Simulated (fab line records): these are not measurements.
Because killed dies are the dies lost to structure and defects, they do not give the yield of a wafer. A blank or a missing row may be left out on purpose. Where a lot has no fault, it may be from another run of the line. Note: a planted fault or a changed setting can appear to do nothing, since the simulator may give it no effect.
Struck lot and sound lot, side by side / flow n5 finfet / 13 out of 1938 route steps
Sound: the wafers L446.2, L446.3, L446.6. Struck: wafer L465.6; the same lot's L465.3 was not struck, so it is left out; see the end for the cause.
Per side, at each step with rows, come the tool, then ch with its chambers, and then its first start. Under that, the readings that differ: sound wafers / struck wafers / difference of the means / sigmas: that difference in standard deviations of wafers without a fault.
alike: words and numbers the same on both sides, and readings whose means are apart by under 2 such deviations; not compared: readings that were withheld, readings missing a value for some wafer, numbers with overlapping values and no deviation given by the record, and bounds like >300 which may hide the same value.
A row with sigmas, a row that says differs or no value, or rows on one side alone: a step with any of these is where the two part. Numbers that have no deviation but don't overlap get no sigmas and don't part them. A reading missing from all wafers of one side parts the sides only when that side holds two or more wafers.

first, 2 steps without rows for these wafers: N5_BEOL_M6_PRECLEAN_42 (cleans in residue remover, time 60 s); N5_BEOL_M6_SRD_43 (time 30 s).
N5_BEOL_M6_CD_MEAS_35: target cd 40 nm, target cd y 28 nm.
  sound on cd sem-03 at day 9 08:46; struck on cd sem-03 at day 14 10:43
  alike: cd nm
N5_BEOL_M6_CURE_75: cures SiCOH lowk, time 120 s.
  sound on uv cure-02 ch 2, day 9 08:52; struck on uv cure-02 ch 1, day 14 10:52
  alike: lamp power pct, wafer_temp_C_max
then, 1 step without rows for these wafers: N5_BEOL_M6_DEGAS_44 (time 60 s).
N5_BEOL_M6_PRE_CLEAN_45: time 30 s.
  sound on pvd sputter-01 at day 9 09:29; struck on pvd sputter-02 at day 14 11:17
  alike: heater power w
N5_BEOL_M6_ALD_77: deposits TaN, target thk 2 nm, pulse time 2 s, purge time 3 s.
  sound on ald metal-01 ch 0,1,2, day 9 09:32; struck on ald metal-01 ch 3, day 14 11:30
  alike: heater power w
N5_BEOL_M6_SURFACE_TREAT_79:
  sound on pvd sputter-01 at day 9 09:50; struck on pvd sputter-01 at day 14 11:47
  not compared: throttle valve pct
then, 3 steps without rows for these wafers: N5_BEOL_M6_CVD_78 (deposits Co from CCTBA/H2, target thk 2 nm, time 142.3 s); N5_BEOL_M6_SPUTTER_48 (material Cu, target thk 10 nm, time 1.667 s); N5_BEOL_M6_ECD_50 (material Cu, target thk 300 nm).
N5_BEOL_M6_ANNEAL_51: time 90 s.
  sound on rtp anneal-02 ch 0, day 9 10:37; struck on rtp anneal-02 ch 0, day 14 12:49
  alike: wafer_temp_C_max
N5_BEOL_M6_CMP_52: polishes, stops on SiCOH lowk, t overpolish 6.9 s, target thk 80 nm.
  sound on cmp-02 ch 1,2,3, day 9 10:55; struck on cmp-02 ch 2, day 14 13:08
reading=barrier field endpoint s (s); sound=28.0 28.6 28.9; struck=15.9; difference=-12.6; sigmas=-19
reading=overpolish run s (s); sound=6.899 6.907 6.911; struck=6.885; difference=-0.021; sigmas=-2
reading=time to endpoint s (s); sound=58 60 61; struck=36; difference=-24; sigmas=-8
  alike: motor current A

## WHERE THEY PART
N5_BEOL_M6_CMP_52 only, going by this record.

WHY: whatever the simulator had introduced
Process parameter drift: cmp-02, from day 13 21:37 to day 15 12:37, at N5_BEOL_M6_CMP_52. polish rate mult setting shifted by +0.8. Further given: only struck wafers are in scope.
